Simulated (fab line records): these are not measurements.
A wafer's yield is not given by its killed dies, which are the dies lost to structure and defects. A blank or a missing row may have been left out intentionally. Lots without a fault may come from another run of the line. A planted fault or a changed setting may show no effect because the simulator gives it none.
What tool caused it?	flow n5Finfet	24 lots with 72 wafers sampled at 6 steps, on a route of 1938 steps

WHAT EACH GAUGE READ, for each wafer
N5_MOL_CONTACT_COAG_CD_MEAS_84: target cd 25.1 nm. Usual: cdNm at 25.09 nm, with a standard deviation of 0.25.
lot	measured	on	cdNm (nm)	flag
L074	day 5 07:40	cdSem-02	25.06 25.62 25.25	
L075	day 5 13:02	cdSem-02	25.49 25.13 25.22	
L076	day 5 15:06	cdSem-03	24.91 25.18 25.36	
L077	day 5 19:53	cdSem-02	25.28 25.57 25.32	
L078	day 6 01:09	cdSem-02	25.13 25.24 25.53	
L079	day 6 07:25	cdSem-02	25.38 25.05 25.02	
L080	day 6 11:49	cdSem-01	24.95 25.09 25.16	
L081	day 6 21:41	cdSem-02	24.86 25.34 24.76	
L082	day 7 05:04	cdSem-01	25.21 24.82 24.82	
L083	day 7 08:56	cdSem-03	25.15 25.11 25.11	
L084	day 7 19:27	cdSem-02	25.09 24.81 25.17	
L085	day 7 20:22	cdSem-03	24.83 24.97 24.91	
L086	day 8 10:20	cdSem-03	25.63 24.91 25.40	
L087	day 8 11:59	cdSem-01	25.10 25.19 25.52	
L088	day 8 17:08	cdSem-02	25.04 25.26 25.31	
L089	day 8 19:25	cdSem-01	25.02 25.52 25.13	
L090	day 9 00:21	cdSem-02	25.13 24.81 24.71	
L091	day 9 08:40	cdSem-01	25.07 25.42 25.33	
L092	day 9 17:45	cdSem-01	24.95 25.12 25.24	
L093	day 9 23:22	cdSem-01	24.96 24.96 25.07	
L094	day 10 05:27	cdSem-01	25.06 25.09 24.85	
L095	day 10 07:03	cdSem-01	25.10 24.78 24.49	
L096	day 10 19:44	cdSem-03	25.04 24.86 25.23	
L097	day 10 20:36	cdSem-01	24.61 24.74 25.01	

WHICH TOOL RAN EACH LOT (tool, then ch and the chambers of the sampled wafers, then the start)
lot	N5_GATE_CUT_ETCH_37	N5_GATE_CUT_CUT_ETCH_54	N5_GATE_CUT_CMP_43	N5_MOL_CONTACT_COAG_STRIP_98	N5_MOL_CONTACT_COAG_TI_SIL_19
L074	rieDiel-02 ch 0,1,2, day 4 17:33	rieMetal-02 ch 0,1, day 4 17:55	cmp-01 ch 0,2,3, day 4 20:07	rieDiel-04 ch 0,2,3, day 4 21:53	pvdSputter-03, day 4 22:57
L075	rieDiel-02 ch 0,2, day 4 19:22	rieMetal-01 ch 0,1, day 4 19:44	cmp-04 ch 1,2,3, day 4 22:11	rieDiel-04 ch 0,3, day 4 23:41	pvdSputter-02, day 5 02:28
L076	rieDiel-02 ch 0,1,2, day 5 01:43	rieMetal-01 ch 0,1, day 5 02:07	cmp-03 ch 1,2, day 5 04:17	rieDiel-05 ch 0,2,3, day 5 05:52	pvdSputter-03, day 5 06:28
L077	rieDiel-02 ch 0,2,3, day 5 05:11	rieMetal-01 ch 0,1, day 5 05:34	cmp-03 ch 0,1,2, day 5 07:46	rieDiel-05 ch 0,3, day 5 09:42	pvdSputter-01, day 5 10:19
L078	rieDiel-01 ch 0,1,3, day 5 12:16	rieMetal-01 ch 0,1, day 5 12:38	cmp-01 ch 0,3, day 5 14:55	rieDiel-04 ch 0,2, day 5 16:30	pvdSputter-02, day 5 17:16
L079	rieDiel-02 ch 0,1,2, day 5 19:19	rieMetal-02 ch 0,1, day 5 19:41	cmp-03 ch 0,1, day 5 22:01	rieDiel-04 ch 1,2, day 5 23:24	pvdSputter-01, day 5 23:59
L080	rieDiel-03 ch 0,1,3, day 6 00:07	rieMetal-03 ch 0,1, day 6 00:31	cmp-04 ch 1,2,3, day 6 02:52	rieDiel-05 ch 1,2,3, day 6 04:10	pvdSputter-03, day 6 04:46
L081	rieDiel-02 ch 0,1, day 6 07:56	rieMetal-02 ch 0,1, day 6 08:20	cmp-03 ch 0,2,3, day 6 10:46	rieDiel-05 ch 1,2, day 6 12:07	pvdSputter-03, day 6 14:16
L082	rieDiel-03 ch 0,3, day 6 14:39	rieMetal-02 ch 0,1, day 6 15:01	cmp-03 ch 0,1,2, day 6 17:13	rieDiel-06 ch 0,1,3, day 6 18:49	pvdSputter-03, day 6 19:28
L083	rieDiel-03 ch 0,2, day 6 18:28	rieMetal-02 ch 0, day 6 18:50	cmp-03 ch 1,3, day 6 21:14	rieDiel-04 ch 0,1, day 6 22:49	pvdSputter-03, day 7 01:02
L084	rieDiel-02 ch 0,3, day 7 01:40	rieMetal-03 ch 0, day 7 02:06	cmp-01 ch 0,2, day 7 05:46	rieDiel-05 ch 0,2,3, day 7 07:42	pvdSputter-02, day 7 08:31
L085	rieDiel-03 ch 1,2,3, day 7 05:26	rieMetal-02 ch 0,1, day 7 05:50	cmp-04 ch 0,3, day 7 08:01	rieDiel-04 ch 0,1,2, day 7 09:29	pvdSputter-01, day 7 12:10
L086	rieDiel-03 ch 0,1, day 7 16:55	rieMetal-01 ch 0,1, day 7 17:17	cmp-01 ch 0,2,3, day 7 20:10	rieDiel-05 ch 2,3, day 7 21:34	pvdSputter-02, day 7 22:13
L087	rieDiel-01 ch 0,2,3, day 7 18:41	rieMetal-03 ch 0,1, day 7 19:04	cmp-01 ch 1,2,3, day 7 21:23	rieDiel-04 ch 0,2,3, day 7 22:58	pvdSputter-02, day 7 23:33
L088	rieDiel-02 ch 1,2, day 8 03:28	rieMetal-03 ch 0,1, day 8 03:50	cmp-04 ch 1,2, day 8 06:04	rieDiel-04 ch 0,3, day 8 07:44	pvdSputter-03, day 8 08:19
L089	rieDiel-02 ch 1,3, day 8 05:16	rieMetal-02 ch 0,1, day 8 05:39	cmp-04 ch 1,3, day 8 07:58	rieDiel-05 ch 0,1,2, day 8 09:28	pvdSputter-02, day 8 11:03
L090	rieDiel-01 ch 1,2, day 8 10:29	rieMetal-03 ch 0,1, day 8 10:52	cmp-03 ch 2,3, day 8 13:03	rieDiel-05 ch 0,1,2, day 8 15:12	pvdSputter-01, day 8 17:03
L091	rieDiel-03 ch 0,2,3, day 8 17:49	rieMetal-01 ch 0,1, day 8 18:12	cmp-01 ch 0,2,3, day 8 21:06	rieDiel-05 ch 0,1,3, day 8 22:42	pvdSputter-01, day 9 00:11
L092	rieDiel-02 ch 2,3, day 9 03:34	rieMetal-01 ch 0,1, day 9 03:56	cmp-01 ch 0,2, day 9 06:08	rieDiel-04 ch 1,2, day 9 07:47	pvdSputter-02, day 9 08:44
L093	rieDiel-02 ch 0,3, day 9 09:25	rieMetal-03 ch 0,1, day 9 09:47	cmp-01 ch 0,1, day 9 12:04	rieDiel-04 ch 0,3, day 9 13:32	pvdSputter-01, day 9 16:14
L094	rieDiel-02 ch 1,2,3, day 9 14:13	rieMetal-01 ch 0,1, day 9 14:35	cmp-04 ch 0,1,2, day 9 17:14	rieDiel-04 ch 0,2,3, day 9 18:59	pvdSputter-02, day 9 19:38
L095	rieDiel-02 ch 0,1, day 9 17:20	rieMetal-02 ch 0,1, day 9 17:42	cmp-04 ch 0,3, day 9 19:59	rieDiel-06 ch 0,1, day 9 21:29	pvdSputter-01, day 9 22:01
L096	rieDiel-02 ch 0,2, day 10 04:56	rieMetal-03 ch 0,1, day 10 05:19	cmp-01 ch 0,3, day 10 07:31	rieDiel-05 ch 1,2, day 10 09:09	pvdSputter-01, day 10 11:43
L097	rieDiel-03 ch 2,3, day 10 05:18	rieMetal-01 ch 0,1, day 10 05:41	cmp-01 ch 0,3, day 10 08:10	rieDiel-05 ch 0,1, day 10 09:45	pvdSputter-01, day 10 11:49
- N5_GATE_CUT_ETCH_37: etches SOC in N2/H2, target depth 60 nm, overetch 12 nm, time 90 s.
- N5_GATE_CUT_CUT_ETCH_54: etches TiN in Cl2/BCl3, target depth 96.7 nm.
- N5_GATE_CUT_CMP_43: polishes SiO2.
- N5_MOL_CONTACT_COAG_STRIP_98: strips in N2/H2.
- N5_MOL_CONTACT_COAG_TI_SIL_19: material Ti, target thk 4.2 nm, time 15 s.

AS READ BY THE TOOLS THEMSELVES (means over the sampled wafers that have a number; for cases with no such wafer, the mark the record gives instead)
N5_GATE_CUT_ETCH_37. Usual: drypumpMotorCurrentA 5.7 A, standard deviation 0.53; oesProductAu 0.71 a.u., standard deviation 0.079; rfVppV 524.9 V, standard deviation 2.2; showerheadPlenumPTorr 2.58 Torr, standard deviation 0.081; throttleValvePct 17.76 %, standard deviation 0.25.
lot	tool	drypumpMotorCurrentA (A)	oesProductAu (a.u.)	rfVppV (V)	showerheadPlenumPTorr (Torr)	throttleValvePct (%)	flag
L074	rieDiel-02	5.7	0.70	523.9	2.55	17.82	
L075	rieDiel-02	5.4	0.74	523.8	2.54	17.70	
L076	rieDiel-02	5.7	0.69	523.9	2.55	17.84	
L077	rieDiel-02	5.4	0.69	526.0	2.59	17.73	
L078	rieDiel-01	5.7	0.77	525.9	2.62	17.71	
L079	rieDiel-02	5.7	0.69	523.9	2.55	17.84	
L080	rieDiel-03	6.0	0.81	524.4	2.58	17.58	
L081	rieDiel-02	5.9	0.65	524.9	2.56	17.98	
L082	rieDiel-03	5.7	0.85	524.7	2.57	17.51	
L083	rieDiel-03	5.9	0.85	524.7	2.57	17.39	
L084	rieDiel-02	5.7	0.67	526.4	2.65	17.70	
L085	rieDiel-03	6.2	0.76	527.2	2.65	17.72	
L086	rieDiel-03	6.0	0.78	524.1	2.54	17.46	
L087	rieDiel-01	5.4	0.77	525.3	2.58	17.62	
L088	rieDiel-02	5.6	0.65	522.8	2.49	18.08	
L089	rieDiel-02	5.2	0.62	523.8	2.57	18.02	
L090	rieDiel-01	5.4	0.71	523.1	2.53	17.65	
L091	rieDiel-03	6.0	0.81	524.7	2.60	17.54	
L092	rieDiel-02	5.0	0.65	524.1	2.56	17.88	
L093	rieDiel-02	5.7	0.66	526.0	2.64	17.72	
L094	rieDiel-02	5.3	0.65	523.5	2.52	18.00	
L095	rieDiel-02	6.0	0.66	525.0	2.61	17.82	
L096	rieDiel-02	5.4	0.70	523.5	2.53	17.76	
L097	rieDiel-03	5.9	0.78	526.3	2.63	17.70	

N5_GATE_CUT_CUT_ETCH_54. Usual: bcl3FlowSccm 21.76 sccm, standard deviation 0.058; drypumpMotorCurrentA 5.9 A, standard deviation 0.43; etchRfOnTimeS 36.6 s, standard deviation 0.49; oesProductAu 0.66 a.u., standard deviation 0.074; throttleValvePct 22.46 %, standard deviation 0.2.
lot	tool	bcl3FlowSccm (sccm)	drypumpMotorCurrentA (A)	etchRfOnTimeS (s)	oesProductAu (a.u.)	throttleValvePct (%)	flag
L074	rieMetal-02	21.76	6.2	37.2	0.61	22.66	
L075	rieMetal-01	21.74	5.3	36.4	0.67	22.26	
L076	rieMetal-01	21.82	5.6	36.4	0.66	22.27	
L077	rieMetal-01	21.78	5.6	36.5	0.66	22.27	
L078	rieMetal-01	21.67	5.6	36.5	0.65	22.27	
L079	rieMetal-02	21.71	6.2	37.0	0.61	22.68	
L080	rieMetal-03	21.74	6.1	36.8	0.59	22.61	
L081	rieMetal-02	21.79	6.1	37.2	0.60	22.53	
L082	rieMetal-02	21.74	6.1	37.0	0.60	22.53	
L083	rieMetal-02	21.76	6.0	37.1	0.61	22.39	
L084	rieMetal-03	21.80	6.1	36.2	0.73	22.58	
L085	rieMetal-02	21.78	6.1	37.2	0.60	22.55	
L086	rieMetal-01	21.81	5.6	36.4	0.65	22.29	
L087	rieMetal-03	21.72	6.1	37.0	0.81	22.46	
L088	rieMetal-03	21.68	6.0	36.4	0.81	22.46	
L089	rieMetal-02	21.75	6.1	37.3	0.60	22.55	
L090	rieMetal-03	21.77	6.0	36.5	0.80	22.46	
L091	rieMetal-01	21.75	5.6	36.0	0.65	22.29	
L092	rieMetal-01	21.74	5.6	36.2	0.65	22.29	
L093	rieMetal-03	21.73	6.1	36.0	0.75	22.53	
L094	rieMetal-01	21.74	5.3	36.6	0.65	22.27	
L095	rieMetal-02	21.74	6.1	36.9	0.60	22.55	
L096	rieMetal-03	21.73	6.0	36.3	0.77	22.46	
L097	rieMetal-01	21.78	5.3	36.0	0.65	22.28	

N5_GATE_CUT_CMP_43. Usual: motorCurrentA at 12.9 A, with a standard deviation of 1.3.
lot	tool	motorCurrentA (A)	flag
L074	cmp-01	13.9	
L075	cmp-04	13.6	
L076	cmp-03	13.4	
L077	cmp-03	13.0	
L078	cmp-01	13.8	
L079	cmp-03	12.7	
L080	cmp-04	13.8	
L081	cmp-03	12.6	
L082	cmp-03	13.0	
L083	cmp-03	12.9	
L084	cmp-01	13.8	
L085	cmp-04	12.5	
L086	cmp-01	13.9	
L087	cmp-01	12.3	
L088	cmp-04	14.0	
L089	cmp-04	13.6	
L090	cmp-03	12.7	
L091	cmp-01	13.7	
L092	cmp-01	14.1	
L093	cmp-01	12.0	
L094	cmp-04	12.7	
L095	cmp-04	12.0	
L096	cmp-01	14.4	
L097	cmp-01	14.4	

N5_MOL_CONTACT_COAG_STRIP_98. Usual: drypumpMotorCurrentA 5.7 A, standard deviation 0.33; oesProductAu 0.82 a.u., standard deviation 0.094; powerW 500.0 W, standard deviation 1.4; rfVppV 54.2 V, standard deviation 1.6; showerheadPlenumPTorr 3.42 Torr, standard deviation 0.089; throttleValvePct 18.7 %, standard deviation 0.37.
lot	tool	drypumpMotorCurrentA (A)	oesProductAu (a.u.)	powerW (W)	rfVppV (V)	showerheadPlenumPTorr (Torr)	throttleValvePct (%)	flag
L074	rieDiel-04	5.6	0.82	500.8	55.1	3.43	18.8	
L075	rieDiel-04	5.5	0.85	499.4	54.4	3.43	18.6	
L076	rieDiel-05	5.6	0.69	500.2	53.6	3.32	18.9	
L077	rieDiel-05	5.6	0.69	501.7	54.8	3.28	19.1	
L078	rieDiel-04	5.6	0.89	500.9	54.1	3.42	18.7	
L079	rieDiel-04	5.9	0.85	499.5	53.1	3.42	18.9	
L080	rieDiel-05	5.8	0.80	500.1	55.0	3.43	18.5	
L081	rieDiel-05	5.8	0.90	499.7	53.7	3.47	18.2	
L082	rieDiel-06	6.3	0.78	500.1	53.3	3.37	18.7	
L083	rieDiel-04	5.8	0.88	500.5	52.6	3.42	18.4	
L084	rieDiel-05	5.6	0.85	500.0	56.1	3.45	18.7	
L085	rieDiel-04	5.8	0.85	501.4	56.5	3.41	18.7	
L086	rieDiel-05	5.8	0.84	498.8	54.4	3.39	18.3	
L087	rieDiel-04	5.6	0.88	500.8	54.0	3.41	18.7	
L088	rieDiel-04	5.5	0.90	499.0	53.6	3.41	18.5	
L089	rieDiel-05	5.5	0.87	499.5	55.2	3.51	18.6	
L090	rieDiel-05	5.5	0.86	499.4	53.7	3.51	18.6	
L091	rieDiel-05	5.5	0.76	500.1	54.2	3.47	18.9	
L092	rieDiel-04	5.9	0.81	499.8	55.0	3.40	18.9	
L093	rieDiel-04	5.5	0.88	501.6	53.6	3.41	18.5	
L094	rieDiel-04	5.6	0.86	499.9	56.3	3.41	18.7	
L095	rieDiel-06	6.1	0.76	499.5	55.3	3.41	18.7	
L096	rieDiel-05	5.7	0.78	500.2	53.3	3.47	18.4	
L097	rieDiel-05	5.5	0.78	500.2	54.0	3.52	18.8	

N5_MOL_CONTACT_COAG_TI_SIL_19. Usual: throttleValvePct at 30.3 %, with a standard deviation of 0.95.
lot	tool	throttleValvePct (%)	flag
L074	pvdSputter-03	29.8	
L075	pvdSputter-02	29.8	
L076	pvdSputter-03	29.1	
L077	pvdSputter-01	30.6	
L078	pvdSputter-02	29.8	
L079	pvdSputter-01	30.3	
L080	pvdSputter-03	30.8	
L081	pvdSputter-03	29.7	
L082	pvdSputter-03	30.5	
L083	pvdSputter-03	29.6	
L084	pvdSputter-02	30.0	
L085	pvdSputter-01	31.1	
L086	pvdSputter-02	29.7	
L087	pvdSputter-02	29.9	
L088	pvdSputter-03	30.3	
L089	pvdSputter-02	29.9	
L090	pvdSputter-01	31.5	
L091	pvdSputter-01	30.3	
L092	pvdSputter-02	29.5	
L093	pvdSputter-01	30.5	
L094	pvdSputter-02	30.3	
L095	pvdSputter-01	30.1	
L096	pvdSputter-01	30.2	
L097	pvdSputter-01	30.5	

THE ANSWER, worked out from the rows above alone
Rule: a lot is off if the mean of its wafers that have a number lies more than 3 standard deviations from the usual mean. Also off: a lot with no number at a reading for which 4 or more lots have one. The other lots that the step has rows for count as sound. After the gauges, taken in route order, come the tools' own readings; for these a lot's mean is taken, as printed above. The first step at which some lot is off is used, and at that step the reading that is off furthest; a lot without a number counts as furthest.
No lot is off at any reading shown: from this, nothing can be told.

WHAT HAD BEEN PUT IN BY THE SIMULATOR
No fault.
